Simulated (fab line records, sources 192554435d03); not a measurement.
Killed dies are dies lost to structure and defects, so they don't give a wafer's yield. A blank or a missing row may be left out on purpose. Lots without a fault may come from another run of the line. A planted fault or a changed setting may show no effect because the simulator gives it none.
Split-lot experiment | flow n5_finfet | 7 lots, 21 wafers read, on a route of 1938 steps

THE SPLIT
At N5_BEOL_M7_EXPOSE_08 (exposes mask M7), the setting dose_mj was moved away from the recipe's 68.25 on 4 of the 21 wafers read, by -4.5% to -4.2%. The other wafers ran this setting at the recipe's value.

FROM THE SPLIT TO THE READING: what the file shows between them, 2 steps
- N5_BEOL_M7_PEB_09: peb time 60 s
- N5_BEOL_M7_DEVELOP_10: develop time 30 s

THE READING
cd_nm, in nm, at N5_BEOL_M7_CD_MEAS_11 (target cd 38.5 nm). Fault-free wafers of this fab line usually give 38.5 nm, standard deviation 0.61 nm.

wafer  | tool, chamber at the split | dose_mj as run | against the recipe | cd_nm, nm | against lot-mates on the recipe
L077.1 | arfi_scanner-03, 0         | 68.25          | recipe             | 38.4      | -
L077.2 | arfi_scanner-03, 0         | 68.25          | recipe             | 39.5      | -
L077.5 | arfi_scanner-03, 0         | 68.25          | recipe             | 38.2      | -
L078.1 | arfi_scanner-03, 0         | 68.25          | recipe             | 39.5      | -
L078.5 | arfi_scanner-03, 0         | 68.25          | recipe             | 38.5      | -
L078.6 | arfi_scanner-03, 0         | 68.25          | recipe             | 39.0      | -
L081.3 | arfi_scanner-03, 0         | 68.25          | recipe             | 38.4      | -
L081.4 | arfi_scanner-03, 0         | 68.25          | recipe             | 38.5      | -
L081.5 | arfi_scanner-03, 0         | 68.25          | recipe             | 38.5      | -
L083.1 | arfi_scanner-03, 0         | 68.25          | recipe             | 37.9      | -
L083.3 | arfi_scanner-03, 0         | 68.25          | recipe             | 38.2      | -
L083.4 | arfi_scanner-03, 0         | 68.25          | recipe             | 38.2      | -
L087.2 | arfi_scanner-01, 0         | 68.25          | recipe             | 37.7      | -
L087.3 | arfi_scanner-01, 0         | 65.39          | -4.2%              | 36.1      | -1.6
L087.4 | arfi_scanner-01, 0         | 65.39          | -4.2%              | 35.4      | -2.3
L091.3 | arfi_scanner-01, 0         | 65.2           | -4.5%              | 35.8      | -2.9
L091.4 | arfi_scanner-01, 0         | 68.25          | recipe             | 38.7      | -
L091.6 | arfi_scanner-01, 0         | 65.2           | -4.5%              | 35.9      | -2.8
L096.2 | arfi_scanner-02, 0         | 68.25          | recipe             | 38.7      | -
L096.3 | arfi_scanner-02, 0         | 68.25          | recipe             | 37.7      | -
L096.5 | arfi_scanner-02, 0         | 68.25          | recipe             | 38.0      | -

THE FIT
A straight line over all 21 wafers: cd_nm changes by +0.61 nm for each +1% of dose_mj; r = +0.91; the points scatter about the line by 0.5 nm.
The same after taking each lot's own level away (the mean of its wafers on the recipe; 21 wafers): +0.558 nm for each +1%; r = +0.93; scatter 0.39 nm.
On that fit, the largest move of dose_mj shifts the reading by 2.5 nm.
The lots' own levels span 37.70 to 39.00 nm, that is 2.1 times the standard deviation above.
So the lot-to-lot level changes the slope little: the two slopes agree.
Check: with one of the wafers moved furthest among these (-4.5%) left out of the fit, the line predicts -2.34 nm for it against its lot-mates. It came out at -2.9 nm against them.

OTHER SPLITS ON THESE WAFERS
These wafers also went through other splits before the reading. Each is held against what the fit with the lots' levels taken away leaves over:
other split on the same wafers | wafers away from the commonest value | r with cd_nm (lot level and that fit taken away)
N5_BEOL_M7_ILD_DEP_00 time_s   | 7                                    | -0.35

THE FILE'S OWN FIT
cd_nm changes by +0.552 nm for each +1% of dose_mj, r = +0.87.
